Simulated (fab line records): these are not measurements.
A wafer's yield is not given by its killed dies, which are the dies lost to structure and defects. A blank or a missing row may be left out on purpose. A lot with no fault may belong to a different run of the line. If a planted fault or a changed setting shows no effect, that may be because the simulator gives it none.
Which tool did it?	flow nandHarc	Sampling: 14 lots, 42 wafers, 5 of 1302 route steps

## WHAT THE GAUGES SHOWED, per wafer
NHARC_END_SORT_01. Usual: killedAtArray 62, standard deviation 15; killedAtOther 0.8, standard deviation 1; killedAtPeriphery 3.7, standard deviation 2.6; killedDies 66, standard deviation 15; killedOpen 3.1, standard deviation 1.8; killedShort 2.6, standard deviation 1.7.
lot	measured	on	killedAtArray	killedAtOther	killedAtPeriphery	killedDies	killedOpen	killedShort	flag
L712	day 24 05:52	prober-01	61 62 62	0 0 0	1 2 1	62 64 63	6 5 2	1 2 4	
L713	day 24 23:14	prober-02	84 67 76	2 3 1	6 3 3	92 73 80	1 2 4	1 1 4	
L715	day 26 00:17	prober-01	89 95 76	0 0 0	6 1 2	95 96 78	3 7 3	2 2 3	
L714	day 26 01:07	prober-02	48 48 40	0 0 0	2 4 1	50 52 41	6 0 0	2 1 1	
L719	day 27 23:36	prober-01	48 69 65	1 0 0	8 9 7	57 78 72	2 7 7	2 3 3	
L717	day 28 01:52	prober-02	79 87 72	0 1 1	5 0 2	84 88 75	5 6 3	3 2 0	
L720	day 28 07:16	prober-01	56 64 60	0 0 0	0 3 2	56 67 62	1 7 3	5 2 2	
L722	day 29 11:07	prober-01	61 55 64	0 0 0	2 4 1	63 59 65	1 0 1	3 3 2	
L727	day 30 17:49	prober-02	61 55 51	1 0 1	5 7 7	67 62 59	7 5 5	5 3 5	
L728	day 31 07:50	prober-02	55 50 47	1 0 0	1 4 2	57 54 49	2 2 3	2 2 6	
L725	day 31 13:26	prober-01	71 70 60	1 0 0	5 7 3	77 77 63	3 1 5	4 3 2	
L733	day 33 07:13	prober-01	44 66 44	4 0 1	7 5 5	55 71 50	2 2 2	5 8 1	

## TOOL THAT RAN EACH LOT (tool first, then ch and the chambers of the sampled wafers, then the start)
lot	NHARC_A_CONTACT_ETCH_116	NHARC_A_CONTACT_ETCH_119	NHARC_A_CONTACT_ETCH_122	NHARC_A_CONTACT_ETCH_90
L712	harCapEtch-02 ch 0,1, day 21 05:45	harCapEtch-02 ch 0,1, day 21 06:16	harCapEtch-02 ch 0,1, day 21 06:47	rieDiel-11 ch 2,3, day 21 07:55
L713	harCapEtch-03 ch 0,1, day 22 05:07	harCapEtch-03 ch 0,1, day 22 05:38	harCapEtch-03 ch 0,1, day 22 06:08	rieDiel-01 ch 0,2,3, day 22 07:22
L715	harCapEtch-03 ch 0,1, day 23 05:49	harCapEtch-03 ch 0,1, day 23 06:20	harCapEtch-03 ch 0,1, day 23 06:50	rieDiel-05 ch 1,2,3, day 23 07:59
L714	harCapEtch-01 ch 0,1, day 23 05:58	harCapEtch-01 ch 0,1, day 23 06:29	harCapEtch-01 ch 0,1, day 23 06:59	rieDiel-01 ch 1,2, day 23 08:07
L719	harCapEtch-02 ch 0,1, day 25 00:18	harCapEtch-02 ch 0,1, day 25 00:49	harCapEtch-02 ch 0,1, day 25 01:20	rieDiel-01 ch 0,1,3, day 25 02:25
L717	harCapEtch-03 ch 0,1, day 25 04:04	harCapEtch-03 ch 0,1, day 25 04:35	harCapEtch-03 ch 0,1, day 25 05:05	rieDiel-01 ch 1,2, day 25 06:11
L720	harCapEtch-02 ch 0,1, day 25 09:21	harCapEtch-02 ch 0,1, day 25 09:52	harCapEtch-02 ch 0,1, day 25 10:23	rieDiel-01 ch 0,1,3, day 25 11:35
L722	harCapEtch-02 ch 0,1, day 26 14:53	harCapEtch-02 ch 0,1, day 26 15:23	harCapEtch-02 ch 0,1, day 26 15:54	rieDiel-01 ch 0,1,2, day 26 17:02
L727	harCapEtch-03 ch 0,1, day 27 23:53	harCapEtch-03 ch 0,1, day 28 00:23	harCapEtch-03 ch 0,1, day 28 00:55	rieDiel-01 ch 1,2,3, day 28 02:05
L728	harCapEtch-02 ch 0,1, day 28 07:17	harCapEtch-02 ch 0,1, day 28 07:55	harCapEtch-02 ch 0,1, day 28 08:25	rieDiel-11 ch 0,1,2, day 28 09:40
L725	harCapEtch-02 ch 0,1, day 28 13:02	harCapEtch-02 ch 0,1, day 28 13:32	harCapEtch-02 ch 0,1, day 28 14:04	rieDiel-01 ch 0,3, day 28 15:10
L729	harCapEtch-03 ch 0,1, day 29 10:25	harCapEtch-03 ch 0,1, day 29 10:55	harCapEtch-03 ch 0,1, day 29 11:26	rieDiel-01 ch 0,1,2, day 29 12:34
L733	harCapEtch-03 ch 0,1, day 30 14:41	harCapEtch-03 ch 0,1, day 30 15:11	harCapEtch-03 ch 0,1, day 30 15:43	rieDiel-01 ch 1,2,3, day 30 16:52
L732	harCapEtch-01 ch 0,1, day 30 16:10	harCapEtch-01 ch 0,1, day 30 16:40	harCapEtch-01 ch 0,1, day 30 17:11	rieDiel-01 ch 2,3, day 30 18:19
- NHARC_A_CONTACT_ETCH_116: etches the open film in C4F8/O2/Ar, time 190 s, target depth 1850 nm.
- NHARC_A_CONTACT_ETCH_119: etches the open film in C4F8/O2/Ar, time 190 s, target depth 1850 nm.
- NHARC_A_CONTACT_ETCH_122: etches the open film in C4F8/O2/Ar, time 190 s, target depth 1850 nm.
- NHARC_A_CONTACT_ETCH_90: etches the open film in CH3F/O2, target depth 40 nm, time 85.7 s.

## WHAT THE TOOLS THEMSELVES READ (means of the sampled wafers that have a number; where no wafer has one, the mark that the record gives instead)
NHARC_A_CONTACT_ETCH_90. Usual: drypumpMotorCurrentA 5.7 A, standard deviation 0.57; oesProductAu 0.96 a.u., standard deviation 0.038; rfFwdPowerW 496.1 W, standard deviation 2.1; rfVppV 244.0 V, standard deviation 2; runLengthS 106.8 s, standard deviation 0.36; showerheadPlenumPTorr 2.44 Torr, standard deviation 0.13; throttleValvePct 20.664 %, standard deviation 0.0084.
lot	tool	drypumpMotorCurrentA (A)	oesProductAu (a.u.)	rfFwdPowerW (W)	rfVppV (V)	runLengthS (s)	showerheadPlenumPTorr (Torr)	throttleValvePct (%)	flag
L712	rieDiel-11	5.4	0.93	493.9	244.9	107.4	2.52	20.664	
L713	rieDiel-01	5.7	0.93	494.5	243.3	106.7	2.38	20.656	
L715	rieDiel-05	5.8	0.92	495.9	242.9	107.3	2.37	20.668	
L714	rieDiel-01	4.9	0.94	496.9	245.1	106.8	2.53	20.661	
L719	rieDiel-01	5.8	0.94	496.0	243.3	106.8	2.44	20.659	
L717	rieDiel-01	4.9	1.01	498.1	244.9	106.7	2.53	20.671	
L720	rieDiel-01	5.7	1.01	498.0	244.3	106.8	2.44	20.659	
L722	rieDiel-01	5.3	0.93	496.4	245.2	106.7	2.48	20.664	
L727	rieDiel-01	5.4	1.01	498.1	245.9	106.8	2.48	20.660	
L728	rieDiel-11	5.9	1.00	494.5	244.3	107.0	2.47	20.669	
L725	rieDiel-01	6.1	0.94	499.6	242.8	106.7	2.33	20.671	
L729	rieDiel-01	5.3	0.92	-	244.5	71.4	2.47	20.665	OFF
L733	rieDiel-01	5.4	0.96	-	245.5	71.8	2.48	20.670	OFF
L732	rieDiel-01	5.8	0.93	-	243.7	71.7	2.38	20.663	OFF

## THE ANSWER, worked out from the rows above alone
Rule: a lot counts as off when the mean over its wafers that have a number is more than 3 standard deviations away from the usual mean. Also off: a lot with no number at a reading for which 4 or more lots have one. All remaining lots with rows at the step are treated as sound. After the gauges, taken in route order, come the tools' own readings; for these a lot's mean is taken, as printed above. The first step at which some lot is off is used, and at that step the reading that is off furthest; a lot without a number counts as furthest.
Off at NHARC_A_CONTACT_ETCH_90 (rfFwdPowerW): L729, L733, L732. Without a number there: L729, L733, L732.
If a tool, at that step or one of the process steps before it, ran each lot that is off and ran no sound lot following the first of them, it fits. One candidate fits, namely rieDiel-01 at NHARC_A_CONTACT_ETCH_90. Its last sound lot is L725 (day 28 15:10), its first lot that is off L729 (day 29 12:34): a fault that began between those two fits.
The tool's own readings at NHARC_A_CONTACT_ETCH_90 bear it out: on the lots that are off they differ by more than 5 times the standard deviation of the sound lots' means. runLengthS reads 71.6 s there against 106.9 s on the sound lots.
Blank at NHARC_A_CONTACT_ETCH_90 on the lots that are off, where sound lots have numbers: rfFwdPowerW.

## WHAT THE SIMULATOR HAD PUT IN
Drift in process parameters on rieDiel-01 at NHARC_A_CONTACT_ETCH_90, starting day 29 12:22. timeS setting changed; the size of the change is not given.
Lots struck among those shown: L733, L729, L732. The same result came from the rule above.
